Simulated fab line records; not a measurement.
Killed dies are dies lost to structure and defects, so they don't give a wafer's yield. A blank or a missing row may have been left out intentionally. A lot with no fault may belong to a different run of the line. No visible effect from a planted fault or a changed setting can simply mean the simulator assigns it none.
Matching of chambers || flow nand_harc || NHARC_P_GATE_STRIP_108 on rie_diel-08: 4 sister chambers
The step strips in O2. 14 wafers are shown with their chamber, then 7 later ones without.

WAFERS PAIRED WITH THEIR CHAMBERS
{"wafer": "L077.1", "chamber": 0, "showerhead_plenum_p_Torr (Torr)": 3.35, "drypump_motor_current_A (A)": 5.9, "oes_product_au (a.u.)": 1.016}
{"wafer": "L077.4", "chamber": 2, "showerhead_plenum_p_Torr (Torr)": 3.35, "drypump_motor_current_A (A)": 5.7, "oes_product_au (a.u.)": 0.996}
{"wafer": "L077.5", "chamber": 2, "showerhead_plenum_p_Torr (Torr)": 3.35, "drypump_motor_current_A (A)": 5.7, "oes_product_au (a.u.)": 1.001}
{"wafer": "L079.1", "chamber": 0, "showerhead_plenum_p_Torr (Torr)": 3.35, "drypump_motor_current_A (A)": 5.9, "oes_product_au (a.u.)": 1.001}
{"wafer": "L079.4", "chamber": 1, "showerhead_plenum_p_Torr (Torr)": 3.58, "drypump_motor_current_A (A)": 5.5, "oes_product_au (a.u.)": 0.997}
{"wafer": "L079.6", "chamber": 0, "showerhead_plenum_p_Torr (Torr)": 3.35, "drypump_motor_current_A (A)": 5.9, "oes_product_au (a.u.)": 0.993}
{"wafer": "L085.3", "chamber": 3, "showerhead_plenum_p_Torr (Torr)": 3.31, "drypump_motor_current_A (A)": 5.3, "oes_product_au (a.u.)": 1.017}
{"wafer": "L085.4", "chamber": 2, "showerhead_plenum_p_Torr (Torr)": 3.35, "drypump_motor_current_A (A)": 5.7, "oes_product_au (a.u.)": 0.994}
{"wafer": "L085.5", "chamber": 2, "showerhead_plenum_p_Torr (Torr)": 3.35, "drypump_motor_current_A (A)": 5.7, "oes_product_au (a.u.)": 0.998}
{"wafer": "L087.1", "chamber": 2, "showerhead_plenum_p_Torr (Torr)": 3.35, "drypump_motor_current_A (A)": 5.7, "oes_product_au (a.u.)": 0.995}
{"wafer": "L087.5", "chamber": 2, "showerhead_plenum_p_Torr (Torr)": 3.35, "drypump_motor_current_A (A)": 5.7, "oes_product_au (a.u.)": 0.997}
{"wafer": "L087.6", "chamber": 3, "showerhead_plenum_p_Torr (Torr)": 3.31, "drypump_motor_current_A (A)": 5.4, "oes_product_au (a.u.)": 1.017}
{"wafer": "L088.1", "chamber": 1, "showerhead_plenum_p_Torr (Torr)": 3.58, "drypump_motor_current_A (A)": 5.5, "oes_product_au (a.u.)": 1.012}
{"wafer": "L088.4", "chamber": 0, "showerhead_plenum_p_Torr (Torr)": 3.34, "drypump_motor_current_A (A)": 5.9, "oes_product_au (a.u.)": 1.003}

SIGNATURES (means of the wafers above)
{"reading": "showerhead_plenum_p_Torr", "chamber 0": 3.3475, "chamber 1": 3.5800, "chamber 2": 3.3500, "chamber 3": 3.3100, "scatter within a chamber": 0.00274}
{"reading": "drypump_motor_current_A", "chamber 0": 5.900, "chamber 1": 5.500, "chamber 2": 5.700, "chamber 3": 5.350, "scatter within a chamber": 0.0224}
{"reading": "oes_product_au", "chamber 0": 1.00325, "chamber 1": 1.00450, "chamber 2": 0.99683, "chamber 3": 1.01700, "scatter within a chamber": 0.00645}
Rule: for each reading, subtract the chamber's mean from the wafer's reading, divide by that reading's scatter and square the result; add these up over the readings and take the root, which gives the wafer's distance from the chamber. If the next closest chamber is less than 2 further off than the closest, the wafer can't be placed; otherwise it belongs to the closest. The scatter: the root of (the sum of the squares of (reading less its chamber's mean) over the shown wafers, divided by (wafers less chambers)).

WAFERS MISSING THEIR CHAMBER
{"wafer": "L088.6", "showerhead_plenum_p_Torr (Torr)": 3.34, "drypump_motor_current_A (A)": 5.9, "oes_product_au (a.u.)": 1.015}
{"wafer": "L094.1", "showerhead_plenum_p_Torr (Torr)": 3.34, "drypump_motor_current_A (A)": 5.9, "oes_product_au (a.u.)": 1.025}
{"wafer": "L094.4", "showerhead_plenum_p_Torr (Torr)": 3.57, "drypump_motor_current_A (A)": 5.5, "oes_product_au (a.u.)": 0.998}
{"wafer": "L094.6", "showerhead_plenum_p_Torr (Torr)": 3.35, "drypump_motor_current_A (A)": 5.7, "oes_product_au (a.u.)": 0.999}
{"wafer": "L095.2", "showerhead_plenum_p_Torr (Torr)": 3.57, "drypump_motor_current_A (A)": 5.5, "oes_product_au (a.u.)": 1.008}
{"wafer": "L095.5", "showerhead_plenum_p_Torr (Torr)": 3.34, "drypump_motor_current_A (A)": 5.9, "oes_product_au (a.u.)": 1.019}
{"wafer": "L095.6", "showerhead_plenum_p_Torr (Torr)": 3.31, "drypump_motor_current_A (A)": 5.4, "oes_product_au (a.u.)": 0.997}

CHAMBER TAKEN BY EACH
{"wafer": "L088.6", "from the rows above": 0, "in truth": 0}
{"wafer": "L094.1", "from the rows above": 0, "in truth": 0}
{"wafer": "L094.4", "from the rows above": 1, "in truth": 1}
{"wafer": "L094.6", "from the rows above": 2, "in truth": 2}
{"wafer": "L095.2", "from the rows above": 1, "in truth": 1}
{"wafer": "L095.5", "from the rows above": 0, "in truth": 0}
{"wafer": "L095.6", "from the rows above": 3, "in truth": 3}
Correct placement for 7 of the 7. Not placeable from these rows: 0. 0 placed wrongly.
